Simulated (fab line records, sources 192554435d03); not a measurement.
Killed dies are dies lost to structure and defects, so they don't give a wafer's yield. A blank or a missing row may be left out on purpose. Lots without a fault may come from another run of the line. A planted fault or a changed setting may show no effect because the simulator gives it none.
A struck lot beside a sound one | flow n5_finfet | 16 steps out of a route of 1938
Sound: wafers L343.1, L343.2, L343.6. Struck: wafer L349.1. (L349.3 of the same lot was not struck and is left out.) The cause comes at the end.
At each step with rows: each side's tool, then ch and its chambers, then its first start. Under that, the readings that differ: sound wafers | struck wafers | difference of the means | sigmas: that difference in standard deviations of wafers without a fault.
alike: readings whose means differ by less than 2 such deviations, and words and numbers that are the same on both sides. not compared: withheld readings, readings that some wafer has no value for, bounds like >300 that may hide the same value, and numbers for which the record gives no deviation and whose values overlap.
The two part at a step that has a row with sigmas, a row that says differs or no value, or rows on one side only. Numbers that don't overlap but have no deviation are shown without sigmas and don't part them. A reading that every wafer of one side lacks parts them only if that side has two wafers or more.

N5_BEOL_M10_HM_DEP_02: deposits TiN, target thk 20 nm.
  sound on pvd_sputter-03, day 11 22:46; struck on pvd_sputter-02, day 13 06:21
  alike: throttle_valve_pct
then, 8 steps without rows for these wafers: N5_BEOL_M10_COAT_59 (time 60 s, resist thk 100 nm); N5_BEOL_M10_COAT_60 (time 60 s, resist thk 30 nm); N5_BEOL_M10_COAT_05 (resist thk 90 nm); N5_BEOL_M10_EBR_07; N5_BEOL_M10_SOFTBAKE_06 (time 60 s); N5_BEOL_M10_EXPOSE_08 (exposes mask M10); N5_BEOL_M10_PEB_09 (peb time 60 s); N5_BEOL_M10_DEVELOP_10 (develop time 30 s).
N5_BEOL_M10_CD_MEAS_11: target cd 64.1 nm.
  sound on cd_sem-02 ch 0, day 11 23:16; struck on cd_sem-02 ch 0, day 13 06:51
  alike: cd_nm
N5_BEOL_M10_OVL_MEAS_12:
  sound on overlay-02 ch 0, day 11 23:17; struck on overlay-02 ch 0, day 13 06:53
  alike: M10_OVL
N5_BEOL_M10_INSPECT_13: inspects for defects (brightfield).
  sound on defect_inspect-01, day 11 23:19; struck on defect_inspect-02, day 13 06:54
  alike: raw_defect_count
N5_BEOL_M10_DESCUM_16: chemistry O2, time 7.9 s.
  sound on rie_diel-01 ch 0,1,2, day 11 23:29; struck on rie_diel-02 ch 3, day 13 07:10
  reading                                       | sound             | struck | difference | sigmas
  rf_vpp_V (V)                                  | 242.3 244.0 240.2 | 244.4  | +2.2       | +2
  model.CAR-ArF_of_BEOL_M10_COAT_05.thk_nm (nm) | 83.6 83.4 83      | 85     | +2         |
  alike: drypump_motor_current_A, oes_product_au, showerhead_plenum_p_Torr, throttle_valve_pct
  not compared: rf_hours_counter_h
N5_BEOL_M10_ETCH_61: etches SiARC in CF4, target depth 39 nm, time 65 s.
  sound on rie_diel-01 ch 0,1,2, day 11 23:31; struck on rie_diel-02 ch 3, day 13 07:11
  reading                                       | sound        | struck | difference | sigmas
  model.CAR-ArF_of_BEOL_M10_COAT_05.thk_nm (nm) | 55.6 55.4 55 | 57.2   | +1.9       |
  alike: drypump_motor_current_A, etch_rf_on_time_s, oes_product_au, rf_vpp_V, showerhead_plenum_p_Torr, throttle_valve_pct
  not compared: rf_hours_counter_h
N5_BEOL_M10_ETCH_62: etches SOC in N2/H2, target depth 110 nm, overetch 22 nm, time 165 s.
  sound on rie_diel-01 ch 0,1,2, day 11 23:34; struck on rie_diel-02 ch 3, day 13 07:14
  alike: drypump_motor_current_A, oes_product_au, rf_vpp_V, showerhead_plenum_p_Torr, throttle_valve_pct
  not compared: rf_hours_counter_h
then, 1 step without rows for these wafers: N5_PASSIVATION_PROBE_49.

WHERE THEY PART
Only at N5_BEOL_M10_DESCUM_16, within this record. Later steps at which nothing parts them and some readings are alike: N5_BEOL_M10_ETCH_61, N5_BEOL_M10_ETCH_62.

WHY: what the simulator had put in
Process parameter drift: rie_diel-02, from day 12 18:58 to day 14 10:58, at N5_BEOL_M10_DESCUM_16. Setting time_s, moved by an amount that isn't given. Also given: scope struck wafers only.
